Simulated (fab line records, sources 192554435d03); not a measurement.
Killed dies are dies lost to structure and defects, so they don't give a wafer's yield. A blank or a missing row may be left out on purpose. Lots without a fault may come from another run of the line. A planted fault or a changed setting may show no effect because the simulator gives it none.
Split-lot experiment | flow n5_finfet | 7 lots, 21 wafers read, on a route of 1938 steps

THE SPLIT
At N5_SD_EPI_N_EXPOSE_06 (exposes mask SD N BLK, target cd 120 nm), the setting dose_mj was moved away from the recipe's 39.75 on 4 of the 21 wafers read, by -7.4% to +5.4%. The other wafers ran this setting at the recipe's value.

FROM THE SPLIT TO THE READING: what the file shows between them, 2 steps
- N5_SD_EPI_N_PEB_07: peb time 60 s
- N5_SD_EPI_N_DEVELOP_08: develop time 30 s

THE READING
cd_nm, in nm, at N5_SD_EPI_N_CD_MEAS_09 (target cd 120 nm). Fault-free wafers of this fab line usually give 120.1 nm, standard deviation 0.84 nm.

wafer  | tool, chamber at the split | dose_mj as run | against the recipe | cd_nm, nm | against lot-mates on the recipe
L075.1 | arfi_scanner-02, 0         | 41.9           | +5.4%              | 123.9     | +4.4
L075.2 | arfi_scanner-02, 0         | 41.9           | +5.4%              | 124.4     | +4.9
L075.5 | arfi_scanner-02, 0         | 39.75          | recipe             | 119.5     | -
L081.1 | arfi_scanner-01, 0         | 39.75          | recipe             | 120.5     | -
L081.2 | arfi_scanner-01, 0         | 39.75          | recipe             | 119.4     | -
L081.5 | arfi_scanner-01, 0         | 39.75          | recipe             | 119.8     | -
L084.1 | arfi_scanner-03, 0         | 39.75          | recipe             | 119.4     | -
L084.3 | arfi_scanner-03, 0         | 39.75          | recipe             | 120.3     | -
L084.6 | arfi_scanner-03, 0         | 39.75          | recipe             | 119.5     | -
L089.3 | arfi_scanner-01, 0         | 39.75          | recipe             | 120.2     | -
L089.5 | arfi_scanner-01, 0         | 37.09          | -6.7%              | 115.7     | -4.8
L089.6 | arfi_scanner-01, 0         | 39.75          | recipe             | 120.7     | -
L092.3 | arfi_scanner-01, 0         | 39.75          | recipe             | 121.2     | -
L092.4 | arfi_scanner-01, 0         | 39.75          | recipe             | 121.1     | -
L092.5 | arfi_scanner-01, 0         | 39.75          | recipe             | 120.6     | -
L094.1 | arfi_scanner-03, 0         | 39.75          | recipe             | 119.9     | -
L094.3 | arfi_scanner-03, 0         | 39.75          | recipe             | 120.8     | -
L094.6 | arfi_scanner-03, 0         | 36.79          | -7.4%              | 115.3     | -5.0
L096.1 | arfi_scanner-02, 0         | 39.75          | recipe             | 119.8     | -
L096.3 | arfi_scanner-02, 0         | 39.75          | recipe             | 119.2     | -
L096.6 | arfi_scanner-02, 0         | 39.75          | recipe             | 117.5     | -

THE FIT
A straight line over all 21 wafers: cd_nm changes by +0.686 nm for each +1% of dose_mj; r = +0.92; the points scatter about the line by 0.84 nm.
The same after taking each lot's own level away (the mean of its wafers on the recipe; 21 wafers): +0.756 nm for each +1%; r = +0.97; scatter 0.55 nm.
On that fit, the largest move of dose_mj shifts the reading by 5.6 nm.
The lots' own levels span 118.83 to 120.97 nm, that is 2.5 times the standard deviation above.
So the lot-to-lot level changes the slope little: the two slopes agree.
Check: with one of the wafers moved furthest among these (-7.4%) left out of the fit, the line predicts -5.83 nm for it against its lot-mates. It came out at -5.05 nm against them.

OTHER SPLITS ON THESE WAFERS
These wafers also went through other splits before the reading. Each is held against what the fit with the lots' levels taken away leaves over:
other split on the same wafers        | wafers away from the commonest value | r with cd_nm (lot level and that fit taken away)
N5_FIN_SAQP_PEB_14 peb_time_s         | 8                                    | -0.01
N5_FIN_SAQP_DEVELOP_15 develop_time_s | 5                                    | -0.12
N5_FIN_SAQP_FIN_ETCH_36 icp_w         | 7                                    | +0.03
N5_FIN_CUT_COAT_02 spin_rpm           | 10                                   | +0.05
N5_DUMMY_GATE_COAT_28 spin_rpm        | 6                                    | -0.28
N5_SD_EPI_N_COAT_32 spin_rpm          | 5                                    | -0.08

THE WHOLE CHAIN: every reading that the file lists as answering this split, in the file's order
step                   | what it does                                           | reading                                                         | change (the file's fit)               | r (the file's)
N5_SD_EPI_N_CD_MEAS_09 | target cd 120 nm                                       | cd_nm                                                           | +0.734 nm for each +1% of the setting | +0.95
N5_SD_EPI_N_DESCUM_14  | chemistry O2, time 7.9 s                               | SD_EPI_N.cd_nm (the simulator's own value, which no gauge read) | +0.712 nm for each +1% of the setting | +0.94
N5_SD_EPI_N_ETCH_34    | etches SiARC in CF4, target depth 45.5 nm, time 75.8 s | SD_EPI_N.cd_nm (the simulator's own value, which no gauge read) | +0.704 nm for each +1% of the setting | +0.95
N5_SD_EPI_N_ETCH_35    | etches SOC in N2/H2, overetch 108 nm, time 486 s       | SD_EPI_N.cd_nm (the simulator's own value, which no gauge read) | +0.77 nm for each +1% of the setting  | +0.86

THE FILE'S OWN FIT
cd_nm changes by +0.734 nm for each +1% of dose_mj, r = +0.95.
